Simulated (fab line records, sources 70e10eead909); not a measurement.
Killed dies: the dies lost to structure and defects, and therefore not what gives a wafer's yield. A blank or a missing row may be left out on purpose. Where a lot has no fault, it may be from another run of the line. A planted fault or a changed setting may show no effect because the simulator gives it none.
Chamber matching + flow nand_harc + NHARC_A_CONTACT_CMP_20 on cmp-02: 4 sister chambers
The step polishes, t overpolish 30 s, target thk 300 nm. 8 wafers are shown with their chamber, then 12 later ones without.

== WAFERS, EACH WITH ITS CHAMBER ==
| wafer  | chamber | motor_current_A (A) | time_to_endpoint_s (s) |
|--------|---------|---------------------|------------------------|
| L083.4 | 3       | 12.9                | 57.9                   |
| L091.1 | 0       | 11.6                | 56.4                   |
| L091.2 | 3       | 12.9                | 56.2                   |
| L088.2 | 0       | 11.7                | 57.9                   |
| L088.5 | 2       | 13.0                | 55.0                   |
| L092.2 | 1       | 12.2                | 61.2                   |
| L092.5 | 2       | 14.2                | 59.0                   |
| L092.6 | 1       | 12.1                | 60.7                   |

== WAFERS MISSING THEIR CHAMBER ==
| wafer  | motor_current_A (A) | time_to_endpoint_s (s) |
|--------|---------------------|------------------------|
| L094.1 | 12.7                | 59.3                   |
| L094.3 | 13.7                | 55.4                   |
| L094.4 | 12.9                | 58.1                   |
| L093.1 | 11.5                | 61.6                   |
| L093.4 | 12.6                | 62.7                   |
| L093.5 | 12.3                | 60.0                   |
| L095.2 | 12.4                | 62.6                   |
| L095.3 | 14.0                | 59.3                   |
| L095.6 | 12.4                | 60.2                   |
| L097.1 | 12.8                | 64.9                   |
| L097.2 | 12.2                | 59.9                   |
| L097.4 | 13.8                | 60.3                   |

== WHICH CHAMBER EACH WENT THROUGH ==
| wafer  | from the rows above               | in truth |
|--------|-----------------------------------|----------|
| L094.1 | can't be placed: 3 or 1 or 2 or 0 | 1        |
| L094.3 | can't be placed: 2 or 3           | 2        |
| L094.4 | can't be placed: 3 or 2 or 1      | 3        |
| L093.1 | can't be placed: 1 or 0           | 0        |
| L093.4 | 1                                 | 1        |
| L093.5 | can't be placed: 1 or 3 or 0      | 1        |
| L095.2 | 1                                 | 1        |
| L095.3 | can't be placed: 2 or 3           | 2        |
| L095.6 | can't be placed: 1 or 3 or 0      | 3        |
| L097.1 | can't be placed: 1 or 3           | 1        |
| L097.2 | can't be placed: 1 or 0 or 3      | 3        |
| L097.4 | can't be placed: 2 or 3 or 1      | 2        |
Placed correctly: 2 of 12. Not placeable from these rows: 10 (in 10, the candidates include the true chamber). Number placed wrongly: 0.
How it was worked out, from the rows above alone: a wafer's distance from a chamber is the root of the sum, over the readings, of the square of ((its reading less the chamber's mean) divided by the reading's scatter). If the next closest chamber is less than 2 further off than the closest, the wafer can't be placed; otherwise it belongs to the closest. A chamber's mean is the mean of its shown wafers. The scatter is the square root of a quotient: the sum, over the shown wafers, of each reading's squared deviation from its chamber's mean, divided by wafers minus chambers.
